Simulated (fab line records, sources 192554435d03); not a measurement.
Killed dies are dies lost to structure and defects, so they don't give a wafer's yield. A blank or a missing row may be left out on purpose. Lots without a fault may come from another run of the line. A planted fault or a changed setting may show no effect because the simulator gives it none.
A struck lot beside a sound one | flow n5_finfet | 14 steps out of a route of 1938
Sound: wafers L781.1, L781.2, L781.4. Struck: wafer L775.2. (L775.3, L775.4 of the same lot were not struck and are left out.) The cause comes at the end.
At each step with rows: each side's tool, then ch and its chambers, then its first start. Under that, the readings that differ: sound wafers | struck wafers | difference of the means | sigmas: that difference in standard deviations of wafers without a fault.
alike: readings whose means differ by less than 2 such deviations, and words and numbers that are the same on both sides. not compared: withheld readings, readings that some wafer has no value for, bounds like >300 that may hide the same value, and numbers for which the record gives no deviation and whose values overlap.
The two part at a step that has a row with sigmas, a row that says differs or no value, or rows on one side only. Numbers that don't overlap but have no deviation are shown without sigmas and don't part them. A reading that every wafer of one side lacks parts them only if that side has two wafers or more.

first, 7 steps without rows for these wafers: N5_BEOL_M9_COAT_60 (time 60 s, resist thk 30 nm); N5_BEOL_M9_COAT_05 (resist thk 90 nm); N5_BEOL_M9_EBR_07; N5_BEOL_M9_SOFTBAKE_06 (time 60 s); N5_BEOL_M9_EXPOSE_08 (exposes mask M9); N5_BEOL_M9_PEB_09 (peb time 60 s); N5_BEOL_M9_DEVELOP_10 (develop time 30 s).
N5_BEOL_M9_CD_MEAS_11: target cd 64.1 nm.
  sound on cd_sem-02 ch 0, day 14 10:50; struck on cd_sem-03 ch 0, day 13 12:29
  alike: cd_nm
N5_BEOL_M9_OVL_MEAS_12:
  sound on overlay-01 ch 0, day 14 10:52; struck on overlay-01 ch 0, day 13 12:31
  alike: M9_OVL
N5_BEOL_M9_INSPECT_13: inspects for defects (brightfield).
  sound on defect_inspect-02, day 14 10:53; struck on defect_inspect-02, day 13 12:32
  alike: raw_defect_count
N5_BEOL_M9_DESCUM_16: chemistry O2, time 7.9 s.
  sound on rie_diel-03 ch 1,2,3, day 14 11:55; struck on rie_diel-06 ch 2, day 13 13:42
  alike: drypump_motor_current_A, oes_product_au, rf_vpp_V, showerhead_plenum_p_Torr, throttle_valve_pct
  not compared: rf_hours_counter_h
N5_BEOL_M9_ETCH_61: etches SiARC in CF4, target depth 39 nm, time 65 s.
  sound on rie_diel-03 ch 1,2,3, day 14 11:56; struck on rie_diel-06 ch 2, day 13 13:44
  reading               | sound          | struck | difference | sigmas
  etch_rf_on_time_s (s) | 66.0 64.8 65.7 | 62.2   | -3.3       | -2
  alike: drypump_motor_current_A, oes_product_au, rf_vpp_V, showerhead_plenum_p_Torr, throttle_valve_pct
  not compared: rf_hours_counter_h
N5_BEOL_M9_ETCH_62: etches SOC in N2/H2, target depth 110 nm, overetch 22 nm, time 165 s.
  sound on rie_diel-03 ch 1,2,3, day 14 11:59; struck on rie_diel-06 ch 2, day 13 13:47
  reading                                    | sound             | struck | difference | sigmas
  oes_product_au (a.u.)                      | 0.61 0.83 0.59    | 0.83   | +0.15      | +2
  rf_vpp_V (V)                               | 522.3 524.6 523.4 | 528.8  | +5.4       | +2
  model.SiARC_of_BEOL_M9_COAT_60.thk_nm (nm) | 23.4 23.4 23.6    | 23.8   | +0.3       |
  alike: drypump_motor_current_A, showerhead_plenum_p_Torr, throttle_valve_pct
  not compared: rf_hours_counter_h
then, 1 step without rows for these wafers: N5_BEOL_M9_STRIP_68 (strips in N2/H2).

WHERE THEY PART
First at N5_BEOL_M9_ETCH_61; last, within this record, at N5_BEOL_M9_ETCH_62.

WHY: what the simulator had put in
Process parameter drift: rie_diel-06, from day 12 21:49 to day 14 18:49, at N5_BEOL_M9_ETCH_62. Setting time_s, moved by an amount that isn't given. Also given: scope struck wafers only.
